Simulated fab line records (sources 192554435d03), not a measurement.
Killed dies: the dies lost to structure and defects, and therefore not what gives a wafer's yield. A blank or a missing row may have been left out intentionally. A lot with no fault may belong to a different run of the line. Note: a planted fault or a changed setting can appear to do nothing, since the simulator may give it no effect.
The tool behind it: which one? ; flow n5 finfet ; 24 lots with 72 wafers sampled at 6 steps, on a route of 1938 steps

## WHAT THE GAUGES READ, wafer by wafer
N5_BEOL_M11_OVL_MEAS_29.
lot;measured;on;V10_OVL (nm)
L074;day 10 11:50;overlay-02;-1.8 -0.8 -1.1
L075;day 10 12:21;overlay-02;-1.8 -0.8 -1.5
L076;day 10 14:07;overlay-02;-0.8 -0.2 -0.4
L077;day 10 19:28;overlay-02;-1.7 -2.4 -1.8
L078;day 11 07:38;overlay-02;-1.4 -1.1 -0.5
L079;day 11 13:43;overlay-01;-0.3 -1.7 -2.3
L083;day 12 05:22;overlay-02;-0.5 -0.8 -0.8
L081;day 12 07:09;overlay-02;0.5 -1.0 -0.9
L082;day 12 11:33;overlay-01;-1.3 -1.1 -1.3
L080;day 12 16:34;overlay-02;-1.6 -2.1 -0.8
L084;day 13 02:38;overlay-02;-2.1 -2.2 -1.0
L085;day 13 02:55;overlay-01;-1.4 -2.1 -2.0
L086;day 13 09:43;overlay-01;-2.6 -2.2 -2.9
L087;day 13 09:32;overlay-01;0.0 0.1 -1.7
L088;day 13 19:11;overlay-02;-0.9 -1.6 -1.2
L091;day 14 11:26;overlay-01;-1.1 -1.1 -0.6
L089;day 14 19:29;overlay-02;-1.8 -0.7 -0.1
L090;day 14 19:40;overlay-02;-0.8 -0.1 -1.0
L093;day 14 19:50;overlay-02;-0.9 -2.1 -0.1
L092;day 14 22:08;overlay-01;-0.7 -1.1 -0.5
L094;day 15 08:18;overlay-02;-1.1 -0.9 -1.0
L095;day 15 13:54;overlay-02;-2.3 -1.5 -1.7
L096;day 15 14:11;overlay-02;-0.6 -0.2 -0.8
L097;day 15 18:36;overlay-02;-2.5 -2.2 -1.9

N5_BEOL_M11_OCD_MEAS_38.
lot;measured;on;trench depth nm (nm)
L074;day 10 12:28;ocd-01;147.7 146.2 146.0
L075;day 10 13:20;ocd-01;149.3 148.3 149.5
L076;day 10 14:40;ocd-01;147.3 147.3 147.6
L077;day 10 20:13;ocd-02;147.5 143.9 148.1
L078;day 11 08:11;ocd-01;148.5 148.5 148.3
L079;day 11 14:16;ocd-01;148.9 146.3 147.7
L083;day 12 05:55;ocd-02;148.9 148.1 147.9
L081;day 12 07:43;ocd-01;148.0 148.7 148.5
L082;day 12 12:10;ocd-02;147.1 147.8 148.8
L080;day 12 17:07;ocd-02;147.7 147.2 146.8
L084;day 13 03:11;ocd-02;149.2 147.1 148.5
L085;day 13 03:44;ocd-02;146.4 146.7 147.3
L086;day 13 10:58;ocd-01;147.0 145.6 147.3
L087;day 13 10:05;ocd-02;148.5 149.3 148.3
L088;day 13 19:44;ocd-02;152.2 147.0 151.5
L091;day 14 12:05;ocd-01;148.4 153.6 147.0
L089;day 14 20:02;ocd-02;147.5 149.7 147.5
L090;day 14 20:13;ocd-01;149.0 148.4 146.4
L093;day 14 20:25;ocd-01;146.3 147.2 147.8
L092;day 14 22:42;ocd-02;150.0 150.0 148.5
L094;day 15 08:52;ocd-01;147.3 146.6 148.8
L095;day 15 14:27;ocd-01;147.7 147.5 147.3
L096;day 15 14:44;ocd-01;150.6 151.1 150.5
L097;day 15 19:51;ocd-02;146.6 149.1 147.7

N5_BEOL_M12_OVL_MEAS_11.
lot;measured;on;V11_OVL (nm)
L074;day 10 17:59;overlay-01;-3 0 1
L075;day 10 17:45;overlay-02;11 9 -1
L076;day 10 18:59;overlay-01;7 4 4
L077;day 11 02:11;overlay-01;-8 -8 -8
L078;day 11 12:59;overlay-02;5 7 1
L079;day 11 17:40;overlay-02;-1 1 -1
L083;day 12 08:50;overlay-02;-9 6 0
L081;day 12 11:29;overlay-01;-8 -9 -8
L082;day 12 15:09;overlay-01;-3 -1 -6
L080;day 12 20:36;overlay-02;1 4 -2
L084;day 13 06:52;overlay-02;7 -9 -1
L085;day 13 07:19;overlay-01;0 3 1
L086;day 13 13:56;overlay-02;1 -5 6
L087;day 13 12:52;overlay-02;-1 1 1
L088;day 13 22:44;overlay-02;5 -1 5
L091;day 14 16:13;overlay-01;15 -1 14
L089;day 14 23:11;overlay-02;-3 8 10
L090;day 14 23:55;overlay-01;13 15 1
L093;day 15 00:59;overlay-02;-4 0 6
L092;day 15 02:17;overlay-01;13 4 9
L094;day 15 11:44;overlay-01;1 0 3
L095;day 15 18:12;overlay-01;-8 -9 2
L096;day 15 18:29;overlay-02;11 0 10
L097;day 16 00:36;overlay-02;3 3 3

## TOOL THAT RAN EACH LOT (tool first, then ch and the chambers of the sampled wafers, then the start)
lot;N5_BEOL_M11_ETCH_62;N5_BEOL_M11_HM_OPEN_17;N5_BEOL_M11_CURE_72
L074;rie diel-05 ch 2,3, day 10 10:38;rie metal-03 ch 0,1, day 10 10:51;uv cure-02 ch 2, day 10 13:59
L075;rie diel-05 ch 2,3, day 10 11:20;rie metal-02 ch 0, day 10 11:33;uv cure-02 ch 0, day 10 14:11
L076;rie diel-06 ch 0,1,2, day 10 13:18;rie metal-02 ch 0, day 10 13:31;uv cure-02 ch 0, day 10 15:16
L077;rie diel-05 ch 1,2, day 10 18:03;rie metal-02 ch 0,1, day 10 18:14;uv cure-02 ch 0, day 10 21:06
L078;rie diel-01 ch 1,2,3, day 11 06:23;rie metal-03 ch 0,1, day 11 06:35;uv cure-02 ch 2, day 11 08:28
L079;rie diel-01 ch 0,2, day 11 10:08;rie metal-03 ch 0,1, day 11 10:19;uv cure-01 ch 0, day 11 14:28
L083;rie diel-06 ch 1,3, day 12 04:22;rie metal-03 ch 1, day 12 04:37;uv cure-03 ch 0, day 12 06:13
L081;rie diel-06 ch 0,3, day 12 06:20;rie metal-03 ch 1, day 12 06:35;uv cure-03 ch 0, day 12 08:00
L082;rie diel-01 ch 1,2,3, day 12 09:52;rie metal-01 ch 0,1, day 12 10:03;uv cure-03 ch 2, day 12 12:21
L080;rie diel-06 ch 0,3, day 12 13:07;rie metal-01 ch 0,1, day 12 13:18;uv cure-03 ch 2, day 12 17:19
L084;rie diel-05 ch 0,2,3, day 13 01:40;rie metal-01 ch 0,1, day 13 01:51;uv cure-03 ch 2, day 13 03:23
L085;rie diel-01 ch 0,2,3, day 13 02:07;rie metal-01 ch 0,1, day 13 02:19;uv cure-02 ch 2, day 13 04:01
L086;rie diel-01 ch 2,3, day 13 07:36;rie metal-02 ch 0,1, day 13 07:47;uv cure-02 ch 2, day 13 11:10
L087;rie diel-06 ch 0,2,3, day 13 08:41;rie metal-01 ch 0,1, day 13 08:52;uv cure-02 ch 2, day 13 10:16
L088;rie diel-06 ch 0,2,3, day 13 14:56;rie metal-01 ch 0,1, day 13 15:08;uv cure-01 ch 2, day 13 19:56
L091;rie diel-06 ch 0,1,2, day 14 10:28;rie metal-02 ch 0,1, day 14 10:40;uv cure-03 ch 2, day 14 12:47
L089;rie diel-05 ch 1,2,3, day 14 18:07;rie metal-03 ch 0,1, day 14 18:19;uv cure-03 ch 2, day 14 20:14
L090;rie diel-01 ch 1,2, day 14 18:22;rie metal-01 ch 0,1, day 14 18:35;uv cure-01 ch 2, day 14 20:31
L093;rie diel-05 ch 0,2,3, day 14 18:27;rie metal-03 ch 0,1, day 14 18:38;uv cure-02 ch 0, day 14 20:42
L092;rie diel-06 ch 1,2, day 14 20:55;rie metal-02 ch 0,1, day 14 21:05;uv cure-02 ch 2, day 14 22:59
L094;rie diel-06 ch 0,1, day 15 06:17;rie metal-02 ch 0,1, day 15 06:30;uv cure-03 ch 1, day 15 09:12
L095;rie diel-01 ch 0,2, day 15 13:05;rie metal-03 ch 0,1, day 15 13:16;uv cure-03 ch 1, day 15 14:39
L096;rie diel-06 ch 1,3, day 15 13:14;rie metal-03 ch 0,1, day 15 13:26;uv cure-02 ch 1, day 15 14:58
L097;rie diel-05 ch 0,2,3, day 15 17:43;rie metal-01 ch 0,1, day 15 17:55;uv cure-01 ch 1, day 15 20:05
- N5_BEOL_M11_ETCH_62: etches SOC in N2/H2, target depth 110 nm, overetch 22 nm, time 165 s.
- N5_BEOL_M11_HM_OPEN_17: chemistry Cl2/BCl3, target TiN, target depth 20 nm, overetch 6 nm.
- N5_BEOL_M11_CURE_72: cures SiCOH lowk, time 120 s.

## AS READ BY THE TOOLS THEMSELVES (means over the sampled wafers that have a number; for cases with no such wafer, the mark the record gives instead)
N5_BEOL_M11_ETCH_62.
lot;tool;drypump motor current A (A);oes product au (a.u.);rf vpp V (V);showerhead plenum p Torr (Torr);throttle valve pct (%)
L074;rie diel-05;5.9;0.58;520.1;2.41;18.27
L075;rie diel-05;5.6;0.60;520.7;2.41;18.18
L076;rie diel-06;6.0;0.66;523.6;2.55;17.86
L077;rie diel-05;6.3;0.58;521.4;2.48;18.24
L078;rie diel-01;5.7;0.62;522.9;2.52;17.98
L079;rie diel-01;5.5;0.64;523.1;2.55;17.89
L083;rie diel-06;6.1;0.74;524.1;2.56;17.78
L081;rie diel-06;5.8;0.68;521.4;2.46;17.62
L082;rie diel-01;5.7;0.62;523.7;2.51;17.99
L080;rie diel-06;5.9;0.67;521.5;2.45;17.63
L084;rie diel-05;5.8;0.69;523.6;2.53;17.89
L085;rie diel-01;5.6;0.62;522.7;2.49;17.95
L086;rie diel-01;5.9;0.63;522.0;2.49;18.03
L087;rie diel-06;5.9;0.72;521.7;2.47;17.73
L088;rie diel-06;5.9;0.72;521.2;2.47;17.74
L091;rie diel-06;6.0;0.71;524.1;2.54;17.76
L089;rie diel-05;5.9;0.65;524.9;2.58;18.07
L090;rie diel-01;5.8;0.74;524.1;2.58;17.75
L093;rie diel-05;5.8;0.68;523.2;2.52;17.91
L092;rie diel-06;6.1;0.76;524.6;2.56;17.86
L094;rie diel-06;6.1;0.68;524.5;2.60;17.76
L095;rie diel-01;5.5;0.63;524.1;2.53;17.96
L096;rie diel-06;6.2;0.70;525.3;2.61;17.84
L097;rie diel-05;5.8;0.67;523.1;2.52;17.92

N5_BEOL_M11_HM_OPEN_17.
lot;tool;drypump motor current A (A);he backside leak sccm (sccm);oes product au (a.u.);throttle valve pct (%)
L074;rie metal-03;4.7;3.29;0.66;22.20
L075;rie metal-02;6.4;2.97;0.71;22.20
L076;rie metal-02;6.4;3.16;0.70;22.21
L077;rie metal-02;5.6;3.31;0.79;22.07
L078;rie metal-03;4.7;3.06;0.65;22.20
L079;rie metal-03;4.7;3.16;0.65;22.21
L083;rie metal-03;4.7;3.13;0.66;22.12
L081;rie metal-03;4.7;3.32;0.66;22.13
L082;rie metal-01;5.6;3.15;0.61;22.03
L080;rie metal-01;5.6;3.17;0.61;22.03
L084;rie metal-01;5.9;3.19;0.63;21.85
L085;rie metal-01;5.9;3.19;0.62;21.87
L086;rie metal-02;6.0;3.35;0.72;22.15
L087;rie metal-01;5.6;3.17;0.61;22.02
L088;rie metal-01;5.9;3.05;0.62;21.85
L091;rie metal-02;6.0;3.06;0.71;22.16
L089;rie metal-03;4.7;3.36;0.63;22.23
L090;rie metal-01;5.9;3.12;0.62;21.87
L093;rie metal-03;4.8;3.29;0.64;22.30
L092;rie metal-02;6.0;3.23;0.70;22.15
L094;rie metal-02;6.0;3.29;0.70;22.17
L095;rie metal-03;4.7;3.28;0.63;22.24
L096;rie metal-03;4.7;3.63;0.64;22.23
L097;rie metal-01;5.9;3.10;0.61;21.86

N5_BEOL_M11_CURE_72.
lot;tool;lamp power pct (%);wafer_temp_C_max
L074;uv cure-02;52.27;372.6
L075;uv cure-02;52.27;371.5
L076;uv cure-02;52.37;371.2
L077;uv cure-02;52.32;371.3
L078;uv cure-02;52.27;372.7
L079;uv cure-01;52.31;372.1
L083;uv cure-03;52.38;371.4
L081;uv cure-03;52.31;371.8
L082;uv cure-03;52.31;371.9
L080;uv cure-03;52.33;372.3
L084;uv cure-03;52.28;371.9
L085;uv cure-02;52.34;372.6
L086;uv cure-02;52.29;372.6
L087;uv cure-02;52.31;373.1
L088;uv cure-01;52.34;370.9
L091;uv cure-03;52.28;372.4
L089;uv cure-03;52.28;372.4
L090;uv cure-01;52.27;371.1
L093;uv cure-02;52.33;371.4
L092;uv cure-02;52.26;372.8
L094;uv cure-03;52.34;372.1
L095;uv cure-03;52.32;372.5
L096;uv cure-02;52.36;372.4
L097;uv cure-01;52.31;371.5

## THE ANSWER, worked out from the rows above alone
Rule: the usual values come from the lots themselves. The widest of any qualifying gaps counts: lots, ordered by their means at a reading, are off when they make up no more than a third of the lots, leave a main group of 4 or more, and stand apart from it by 3 or more times the standard deviation of that group's means. A main group is skipped when, at the precision printed for the reading in the tables above, its means are all equal. Also off: a lot with no number at a reading for which 4 or more lots have one. Where the step has rows for the other lots, those lots are counted as sound. Order of review: gauges by route order, followed by the tools' own readings, for which a lot's mean as printed above is used. The first step at which some lot is off is used, and at that step the reading that is off furthest; a lot without a number counts as furthest.
No lot is off at any reading shown: from this, nothing can be told.

## WHAT THE SIMULATOR PUT IN
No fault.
